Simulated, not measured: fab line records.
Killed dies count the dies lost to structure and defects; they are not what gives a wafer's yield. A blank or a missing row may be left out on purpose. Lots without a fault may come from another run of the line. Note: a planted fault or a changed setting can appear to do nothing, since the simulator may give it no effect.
Matching of chambers | flow n5_finfet | N5_BEOL_M7_PECVD_70 on pecvd-03 has 3 sister chambers
The step deposits SiO2 from TEOS/O2, target thk 20 nm, time 22.7 s. 14 wafers are shown with their chamber, then 7 later ones without.

## WAFERS, EACH WITH ITS CHAMBER
wafer  | chamber | throttle_valve_pct (%) | heater_power_w (W) | showerhead_plenum_p_Torr (Torr)
L074.1 | 0       | 23.8                   | 941                | 8.72
L074.3 | 1       | 22.0                   | 528                | 8.74
L074.6 | 2       | 21.2                   | 472                | 8.84
L075.1 | 1       | 21.8                   | 541                | 8.74
L075.3 | 0       | 23.7                   | 806                | 8.73
L075.4 | 1       | 22.1                   | 532                | 8.75
L076.1 | 1       | 22.0                   | 537                | 8.76
L076.3 | 0       | 23.6                   | 854                | 8.73
L076.6 | 0       | 23.7                   | 858                | 8.75
L079.1 | 1       | 22.2                   | 541                | 8.76
L079.3 | 0       | 23.6                   | 868                | 8.74
L079.4 | 0       | 23.8                   | 866                | 8.73
L084.2 | 0       | 23.9                   | 927                | 8.73
L084.3 | 2       | 20.8                   | 531                | 8.85

SIGNATURES (means of the wafers above)
reading                  | chamber 0 | chamber 1 | chamber 2 | scatter within a chamber
throttle_valve_pct       | 23.729    | 22.020    | 21.000    | 0.148
heater_power_w           | 874.29    | 535.80    | 501.50    | 36.4
showerhead_plenum_p_Torr | 8.7329    | 8.7500    | 8.8450    | 0.0095
Rule: for a wafer and a chamber, the distance is found by dividing, reading by reading, the gap between the wafer's reading and the chamber's mean by the reading's scatter, squaring, summing and taking the root. The wafer belongs to the nearest chamber; if the next one is less than 2 further off, it can't be placed. The scatter is the square root of a quotient: the sum, over the shown wafers, of each reading's squared deviation from its chamber's mean, divided by wafers minus chambers.

## WAFERS WHOSE CHAMBER IS MISSING
wafer  | throttle_valve_pct (%) | heater_power_w (W) | showerhead_plenum_p_Torr (Torr)
L084.5 | 23.8                   | 938                | 8.73
L091.3 | 21.0                   | 541                | 8.83
L091.4 | 24.3                   | 883                | 8.76
L091.6 | 23.7                   | 901                | 8.75
L096.1 | 21.1                   | 583                | 8.80
L096.5 | 21.1                   | 570                | 8.82
L096.6 | 22.0                   | 457                | 8.76

## CHAMBER TAKEN BY EACH
wafer  | from the rows above | in truth
L084.5 | 0                   | 0
L091.3 | 2                   | 2
L091.4 | 0                   | 0
L091.6 | 0                   | 0
L096.1 | 2                   | 2
L096.5 | 2                   | 2
L096.6 | 1                   | 1
Correctly placed: 7 of 7. Not placeable from these rows: 0. Number placed wrongly: 0.
